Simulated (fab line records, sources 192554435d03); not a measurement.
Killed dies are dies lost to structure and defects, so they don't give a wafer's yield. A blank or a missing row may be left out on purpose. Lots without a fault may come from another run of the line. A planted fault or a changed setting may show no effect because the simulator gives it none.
Which tool did it? | flow n5_finfet | 10 lots, 26 wafers sampled, at 5 steps of a route of 1938

WHAT THE GAUGES READ, wafer by wafer
N5_BEOL_M4_RC_MEAS_101.
lot  | measured     | on        | DIBL_N (mV/V)  | DIBL_P (mV/V)  | IOFF_N (nA/um) | IOFF_N_85C (nA/um) | IOFF_N_LIN (nA/um) | IOFF_N_LONG (nA/um)        | IOFF_P (nA/um) | IOFF_P_LONG (nA/um)        | ION_N (uA/um) | ION_P (uA/um) | SS_N (mV/dec)  | SS_P (mV/dec)  | VT_N (mV)   | VT_N_LONG (mV)    | VT_N_LVT (mV) | VT_P (mV)      | VT_P_LONG (mV) | VT_P_LVT (mV)
L373 | day 8 10:38  | prober-01 | 34.2 35.1 32.4 | 34.7 37.1 30.0 | 0.12 0.13 0.09 | 2.4 2.6 1.9        | 0.060 0.065 0.044  | 5.22e-05 5.24e-05 5.41e-05 | 0.16 0.19 0.10 | 0.0001 9.6e-05 9.1e-05     | 667 674 647   | 455 463 440   | 70.9 71.0 70.4 | 72.1 72.9 71.1 | 253 252 260 | 277.1 278.6 275.4 | 101 100 106   | -255 -254 -262 | -278 -281 -278 | -103 -100 -109
L374 | day 9 04:32  | prober-02 | 35.9 36.7 35.2 | 36.2 36.3 36.0 | 0.15 0.15 0.14 | 2.9 3.0 2.7        | 0.072 0.071 0.065  | 5.47e-05 5.57e-05 5.5e-05  | 0.21 0.20 0.21 | 0.000116 0.000113 0.000107 | 666 656 664   | 459 453 461   | 70.7 71.3 71.9 | 73.0 73.7 73.2 | 249 250 253 | 272.8 273.7 278.4 | 100 101 102   | -249 -252 -248 | -274 -275 -274 | -98 -99 -98
L375 | day 9 11:28  | prober-01 | 34.2 37.0 35.7 | 34.5 38.1 37.1 | 0.11 0.16 0.13 | 2.4 3.2 2.7        | 0.055 0.071 0.063  | 5.31e-05 5.24e-05 5.19e-05 | 0.18 0.22 0.21 | 0.000111 0.0001 0.000107   | 655 655 668   | 451 448 463   | 71.1 72.2 71.2 | 72.1 73.3 72.9 | 258 250 252 | 275.4 275.3 279.1 | 104 99 102    | -254 -252 -251 | -274 -274 -273 | -102 -100 -100
L384 | day 11 20:53 | prober-01 | 33.4 32.8      | 32.6 31.6      | 0.11 0.36      | 2.3 6.3            | 0.054 0.191        | 5.26e-05 0.0001595         | 0.14 0.09      | 9.5e-05 6.6e-05            | 661 726       | 448 432       | 70.1 69.6      | 73.1 72.7      | 256 218     | 277.9 240.7       | 101 66        | -258 -269      | -278 -292      | -104 -115
L387 | day 12 04:52 | prober-02 | 35.5 36.0      | 35.7 36.9      | 0.13 0.14      | 2.8 3.0            | 0.064 0.066        | 4.99e-05 4.88e-05          | 0.18 0.20      | 8.9e-05 8.9e-05            | 670 668       | 458 454       | 71.1 71.4      | 73.5 73.4      | 252 254     | 277.4 279.4       | 102 102       | -253 -252      | -281 -279      | -102 -102
L389 | day 12 22:58 | prober-02 | 38.1 38.3 37.2 | 37.6 38.7 37.2 | 0.21 0.21 0.20 | 3.8 4.0 3.7        | 0.093 0.095 0.089  | 5.74e-05 5.54e-05 5.75e-05 | 0.26 0.26 0.24 | 0.000103 9.7e-05 0.000105  | 680 685 688   | 465 468 465   | 71.9 72.3 71.7 | 73.6 74.0 73.9 | 245 244 246 | 272.0 273.2 272.8 | 93 94 94      | -246 -249 -249 | -275 -277 -278 | -96 -96 -96
L391 | day 13 09:13 | prober-01 | 32.5 40.5 35.3 | 32.7 41.8 35.7 | 0.11 0.22 0.14 | 2.2 4.1 2.7        | 0.055 0.093 0.065  | 5.19e-05 5.21e-05 5.14e-05 | 0.14 0.26 0.18 | 8.7e-05 0.000104 9.1e-05   | 658 677 657   | 455 461 453   | 69.8 72.3 70.3 | 71.9 75.3 73.5 | 252 247 251 | 273.6 278.5 277.5 | 101 96 100    | -255 -249 -253 | -279 -278 -280 | -104 -98 -102
L394 | day 14 06:13 | prober-02 | 38.1 36.0      | 37.4 34.1      | 0.16 0.12      | 3.1 2.4            | 0.070 0.056        | 5.1e-05 5.19e-05           | 0.24 0.16      | 9.2e-05 9.6e-05            | 648 654       | 447 448       | 71.6 71.5      | 74.0 72.8      | 252 256     | 276.4 279.0       | 101 105       | -250 -254      | -278 -276      | -101 -103
L395 | day 14 05:49 | prober-01 | 35.3 38.1 37.8 | 35.5 38.7 39.4 | 0.14 0.18 0.17 | 2.7 3.4 3.3        | 0.067 0.080 0.078  | 5.28e-05 5.38e-05 5.33e-05 | 0.18 0.23 0.25 | 9.6e-05 9.8e-05 9.6e-05    | 666 674 668   | 461 463 461   | 70.9 71.7 71.4 | 73.1 74.3 74.4 | 250 247 248 | 275.8 275.2 278.2 | 99 96 97      | -252 -249 -252 | -277 -274 -275 | -100 -97 -96
L396 | day 15 04:48 | prober-01 | 40.2 42.3      | 42.9 44.0      | 0.23 0.28      | 4.2 5.1            | 0.099 0.115        | 5.4e-05 5.53e-05           | 0.29 0.33      | 9.7e-05 9.7e-05            | 669 702       | 456 471       | 72.3 73.4      | 74.7 75.0      | 248 242     | 276.3 276.1       | 95 94         | -247 -243      | -274 -276      | -97 -95

WHICH TOOL RAN EACH LOT (tool, then ch and the chambers of the sampled wafers, then the start)
lot  | N5_HKMG_FIN_STRIP_34              | N5_HKMG_FIN_ALD_91                 | N5_HKMG_FIN_STRIP_88                | N5_HKMG_FIN_W_FILL_22
L373 | rie_diel-06 ch 0,2,3, day 4 08:00 | ald_metal-03 ch 0,1,2, day 4 08:42 | plasma_asher-02 ch 0,1, day 4 09:17 | cvd_w-02 ch 0,1, day 4 11:17
L374 | rie_diel-02 ch 1,2,3, day 4 14:25 | ald_metal-03 ch 0,3, day 4 15:07   | plasma_asher-02 ch 0,1, day 4 15:43 | cvd_w-02 ch 0,1, day 4 17:42
L375 | rie_diel-06 ch 0,2,3, day 4 22:47 | ald_metal-02 ch 0,2,3, day 4 23:30 | plasma_asher-02 ch 0,1, day 5 00:34 | cvd_w-01 ch 0,1, day 5 02:28
L384 | rie_diel-05 ch 0,2, day 7 04:36   | ald_metal-01 ch 0,1, day 7 05:18   | plasma_asher-01 ch 0,1, day 7 05:59 | cvd_w-02 ch 0, day 7 08:05
L387 | rie_diel-06 ch 1, day 7 17:16     | ald_metal-03 ch 1, day 7 17:58     | plasma_asher-01 ch 1, day 7 18:40   | cvd_w-02 ch 0, day 7 20:51
L389 | rie_diel-02 ch 2,3, day 8 01:59   | ald_metal-02 ch 0,2,3, day 8 02:41 | plasma_asher-01 ch 0,1, day 8 03:17 | cvd_w-01 ch 1, day 8 05:20
L391 | rie_diel-05 ch 0,1, day 8 15:57   | ald_metal-02 ch 1,2, day 8 16:39   | plasma_asher-02 ch 1, day 8 17:22   | cvd_w-02 ch 0,1, day 8 19:21
L394 | rie_diel-02 ch 1,3, day 9 11:37   | ald_metal-02 ch 0,3, day 9 12:19   | plasma_asher-02 ch 1, day 9 12:58   | cvd_w-01 ch 0, day 9 14:58
L395 | rie_diel-02 ch 2,3, day 9 15:50   | ald_metal-02 ch 0,2, day 9 16:33   | plasma_asher-01 ch 0,1, day 9 17:08 | cvd_w-01 ch 0,1, day 9 19:07
L396 | rie_diel-05 ch 0,1, day 9 22:09   | ald_metal-02 ch 2,3, day 9 22:50   | plasma_asher-02 ch 0,1, day 9 23:34 | cvd_w-02 ch 0, day 10 01:26
- N5_HKMG_FIN_STRIP_34: strips in CF4.
- N5_HKMG_FIN_ALD_91: deposits TiN, target thk 1 nm, pulse time 1 s, purge time 3 s.
- N5_HKMG_FIN_STRIP_88: strips in N2/H2, time 360 s.
- N5_HKMG_FIN_W_FILL_22: material W, target thk 60 nm, time 18.2 s.

WHAT THE TOOLS THEMSELVES READ (means of the sampled wafers that have a number; where no wafer has one, the mark that the record gives instead)
N5_HKMG_FIN_STRIP_34.
lot  | tool        | drypump_motor_current_A (A) | oes_product_au (a.u.) | rf_vpp_V (V) | showerhead_plenum_p_Torr (Torr) | throttle_valve_pct (%)
L373 | rie_diel-06 | 5.2                         | 0.81                  | 272.0        | 1.82                            | 13.5
L374 | rie_diel-02 | 5.4                         | 0.74                  | 272.3        | 1.84                            | 13.8
L375 | rie_diel-06 | 5.2                         | 0.81                  | 272.0        | 1.82                            | 13.5
L384 | rie_diel-05 | 6.1                         | 0.82                  | 269.1        | 1.75                            | 13.4
L387 | rie_diel-06 | 6.5                         | 0.82                  | 270.3        | 1.79                            | 13.0
L389 | rie_diel-02 | 5.2                         | 0.70                  | 272.8        | 1.85                            | 13.8
L391 | rie_diel-05 | 5.4                         | 0.73                  | 270.1        | 1.76                            | 13.5
L394 | rie_diel-02 | 5.5                         | 0.85                  | 271.8        | 1.82                            | 13.7
L395 | rie_diel-02 | 5.2                         | 0.77                  | 272.4        | 1.84                            | 13.7
L396 | rie_diel-05 | 5.6                         | 0.74                  | 270.4        | 1.75                            | 13.5

N5_HKMG_FIN_ALD_91.
lot  | tool         | heater_power_w (W) | precursor_pulse_height_rel
L373 | ald_metal-03 | 895                | 0.982
L374 | ald_metal-03 | 804                | 0.988
L375 | ald_metal-02 | 762                | 1.016
L384 | ald_metal-01 | 876                | 0.988
L387 | ald_metal-03 | 926                | 1.002
L389 | ald_metal-02 | 756                | 0.985
L391 | ald_metal-02 | 770                | 0.988
L394 | ald_metal-02 | 787                | 1.009
L395 | ald_metal-02 | 724                | 1.005
L396 | ald_metal-02 | 793                | 1.004

N5_HKMG_FIN_STRIP_88.
lot  | tool            | drypump_motor_current_A (A) | heater_power_w (W)
L373 | plasma_asher-02 | 6.1                         | 497
L374 | plasma_asher-02 | 6.1                         | 486
L375 | plasma_asher-02 | 6.1                         | 492
L384 | plasma_asher-01 | 5.5                         | 450
L387 | plasma_asher-01 | 5.3                         | 468
L389 | plasma_asher-01 | 5.5                         | 439
L391 | plasma_asher-02 | 5.6                         | 511
L394 | plasma_asher-02 | 5.6                         | 512
L395 | plasma_asher-01 | 5.4                         | 450
L396 | plasma_asher-02 | 6.0                         | 497

N5_HKMG_FIN_W_FILL_22.
lot  | tool     | heater_power_w (W) | throttle_valve_pct (%)
L373 | cvd_w-02 | 959                | 18.7
L374 | cvd_w-02 | 947                | 18.8
L375 | cvd_w-01 | 899                | 19.1
L384 | cvd_w-02 | 1004               | 20.1
L387 | cvd_w-02 | 996                | 20.2
L389 | cvd_w-01 | 727                | 19.8
L391 | cvd_w-02 | 986                | 19.7
L394 | cvd_w-01 | 962                | 18.9
L395 | cvd_w-01 | 807                | 19.7
L396 | cvd_w-02 | 1009               | 20.1

THE ANSWER, worked out from the rows above alone
Rule: what is usual is taken from the lots themselves. Put in order of their means at a reading, lots are off if they are a third of the lots or fewer, leave a main group of 4 or more, and stand apart from it by a gap of 3 or more times the standard deviation of the main group's means; of several such gaps the widest counts. A main group whose means are all the same, to the digits that the tables above print for the reading, isn't used. A lot without any number at a reading at which 4 lots or more have one is off too. The other lots that the step has rows for count as sound. The gauges are gone through in route order, then the tools' own readings, and for those a lot's mean is taken as printed above. The first step at which some lot is off is used, and at that step the reading that is off furthest; a lot without a number counts as furthest.
Off: L384, at N5_BEOL_M4_RC_MEAS_101 (IOFF_N_LONG). The main group: mean 5.31e-05 nA/um, standard deviation 2.1e-06.
A tool fits if, at a process step before that reading, it ran every lot that is off, and no sound lot after the first of them. The gauges at N5_BEOL_M4_RC_MEAS_101 aren't tried: what is off there is off at N5_HKMG_FIN_STRIP_34 too, on other tools, and a gauge's error can't cause that. One fits: ald_metal-01 at N5_HKMG_FIN_ALD_91. It ran no sound lot before its first lot that is off in this sample, so the start can't be narrowed down.

WHAT THE SIMULATOR HAD PUT IN
Process parameter drift: ald_metal-01, from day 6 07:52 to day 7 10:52, at N5_HKMG_FIN_ALD_91. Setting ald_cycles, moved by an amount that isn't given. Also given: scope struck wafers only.
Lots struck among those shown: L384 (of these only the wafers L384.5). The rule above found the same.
